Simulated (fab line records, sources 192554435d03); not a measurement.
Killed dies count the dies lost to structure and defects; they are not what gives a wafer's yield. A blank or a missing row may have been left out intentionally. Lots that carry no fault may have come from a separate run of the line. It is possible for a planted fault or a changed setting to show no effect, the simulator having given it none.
2 desks, one fault || flow n5Finfet || each desk holds nothing but its own numbers, with what lay behind them at the end
Where a reading is given only as a bound, like >300, the bound stands for it, and a mean or a difference that rests on one is marked > or <: the true number lies beyond.

THE DEFECT DESK
What the inspections along the route counted, lot by lot: means of the sampled wafers that have a number. The brackets show how far a lot's mean lies from the usual mean; more than 4 standard deviations puts the lot out of limits, marked OUT.
Columns: A = rawDefectCount at N5_SD_EPI_N_INSPECT_26, usual 193; B = rawDefectCount at N5_SD_EPI_P_INSPECT_11, usual 2.1; C = rawDefectCount at N5_SD_EPI_P_INSPECT_26, usual 169; D = rawDefectCount at N5_SD_ACTIVATION_INSPECT_02, usual 170
{"lot": "L422", "first seen here": "day 3 15:16", "A": 218, "B": 3.0, "C": 159, "D": 169}
{"lot": "L428", "first seen here": "day 5 04:14", "A": "432 (+7.5) OUT", "B": ">101 (>+70) OUT", "C": "420 (+7.4) OUT", "D": "405 (+6.9) OUT"}
{"lot": "L438", "first seen here": "day 7 13:30", "A": 203, "B": 3.0, "C": 149, "D": 138}
Finding of this desk: L428 out of limits; the first was L428 at day 5 04:14, on rawDefectCount at N5_SD_EPI_N_INSPECT_26. L422, L438: within limits.

FROM THE METROLOGY DESK
What the gauges read for every lot (on any tool): the sampled wafers with a number, averaged. The brackets show how far a lot's mean lies from the usual mean; more than 4 standard deviations puts the lot out of limits, marked OUT. Readings shown: 7 of its 10, picked as those furthest out on some lot.
Columns: A = DIBL_N at N5_BEOL_M4_RC_MEAS_101, usual 36.3 mV/V; B = DIBL_P at N5_BEOL_M4_RC_MEAS_101, usual 36.0 mV/V; C = IOFF_N at N5_BEOL_M4_RC_MEAS_101, usual 0.16 nA/um; D = IOFF_P at N5_BEOL_M4_RC_MEAS_101, usual 0.21 nA/um; E = ION_P at N5_BEOL_M4_RC_MEAS_101, usual 464 uA/um; F = VT_N at N5_BEOL_M4_RC_MEAS_101, usual 250 mV; G = VT_P at N5_BEOL_M4_RC_MEAS_101, usual -250 mV
{"lot": "L422", "first seen here": "day 8 05:22", "A": 35.9, "B": 35.5, "C": 0.15, "D": 0.21, "E": 461, "F": 251, "G": -247}
{"lot": "L428", "first seen here": "day 9 15:07", "A": 38.7, "B": 37.7, "C": 0.18, "D": 0.26, "E": 471, "F": 247, "G": -245}
{"lot": "L438", "first seen here": "day 14 01:52", "A": 38.9, "B": 36.6, "C": 0.18, "D": 0.22, "E": 460, "F": 250, "G": -251}
This desk found nothing out of limits on any of the 3 lots.

ALL TOGETHER
The defect desk could have raised an alarm at day 5 04:14, on L428.
From the metrology desk's view, nothing was out of limits.
The metrology desk has L428 on record, within its limits.
All the named lots went through N5_SD_EPI_N_PRECLEAN_24 on wetBench-06.

WHAT WAS PUT IN BY THE SIMULATOR
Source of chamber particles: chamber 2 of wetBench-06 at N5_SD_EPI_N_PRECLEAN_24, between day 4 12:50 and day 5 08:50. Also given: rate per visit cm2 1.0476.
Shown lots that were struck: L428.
Hours from the fault's start to each desk's first reading out of limits: the defect desk, 15.
